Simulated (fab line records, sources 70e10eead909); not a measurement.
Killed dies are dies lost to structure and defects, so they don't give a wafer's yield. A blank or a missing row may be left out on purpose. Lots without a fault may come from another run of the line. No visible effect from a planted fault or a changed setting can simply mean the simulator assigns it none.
Chamber matching + flow nand harc + 4 sister chambers for NHARC_A_CHANNEL_HOLE_D1_ETCH_38 on rie diel-13
The step etches the open film in CF4, target depth 39 nm, time 65 s. 8 wafers are shown with their chamber, then 10 later ones without.

## WAFERS, EACH WITH ITS CHAMBER
| wafer  | chamber | drypump motor current A (A) | rf vpp V (V) |
|--------|---------|-----------------------------|--------------|
| L081.6 | 3       | 5.9                         | 150.1        |
| L082.1 | 2       | 6.5                         | 150.2        |
| L082.5 | 2       | 6.6                         | 150.2        |
| L083.2 | 0       | 5.9                         | 153.1        |
| L083.4 | 0       | 5.9                         | 153.5        |
| L083.5 | 1       | 6.0                         | 149.8        |
| L087.4 | 3       | 5.9                         | 149.5        |
| L087.5 | 1       | 6.0                         | 151.5        |

## WAFERS MISSING THEIR CHAMBER
| wafer  | drypump motor current A (A) | rf vpp V (V) |
|--------|-----------------------------|--------------|
| L087.6 | 6.6                         | 151.6        |
| L090.2 | 6.0                         | 153.4        |
| L090.4 | 6.5                         | 151.0        |
| L090.5 | 6.5                         | 151.2        |
| L090.1 | 6.0                         | 151.3        |
| L090.3 | 5.9                         | 150.4        |
| L090.6 | 5.9                         | 149.3        |
| L094.1 | 5.9                         | 151.9        |
| L094.4 | 6.0                         | 151.2        |
| L094.6 | 5.9                         | 149.0        |

## THE CHAMBER EACH PASSED THROUGH
| wafer  | from the rows above          | in truth |
|--------|------------------------------|----------|
| L087.6 | 2                            | 2        |
| L090.2 | can't be placed: 0 or 1      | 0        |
| L090.4 | 2                            | 2        |
| L090.5 | 2                            | 2        |
| L090.1 | 1                            | 1        |
| L090.3 | can't be placed: 3 or 1      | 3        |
| L090.6 | 3                            | 3        |
| L094.1 | can't be placed: 0 or 3 or 1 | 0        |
| L094.4 | 1                            | 1        |
| L094.6 | 3                            | 3        |
Placed correctly: 7 of 10. Unplaceable from these rows: 3, with the true chamber sitting among the candidates in 3. Wrongly placed: 0.
How it was worked out, from the rows above alone: a wafer's distance from a chamber is the root of the sum, over the readings, of the square of ((its reading less the chamber's mean) divided by the reading's scatter). If the next closest chamber is less than 2 further off than the closest, the wafer can't be placed; otherwise it belongs to the closest. Each chamber's mean is taken over the wafers shown for it. The scatter: the root of (the sum of the squares of (reading less its chamber's mean) over the shown wafers, divided by (wafers less chambers)).
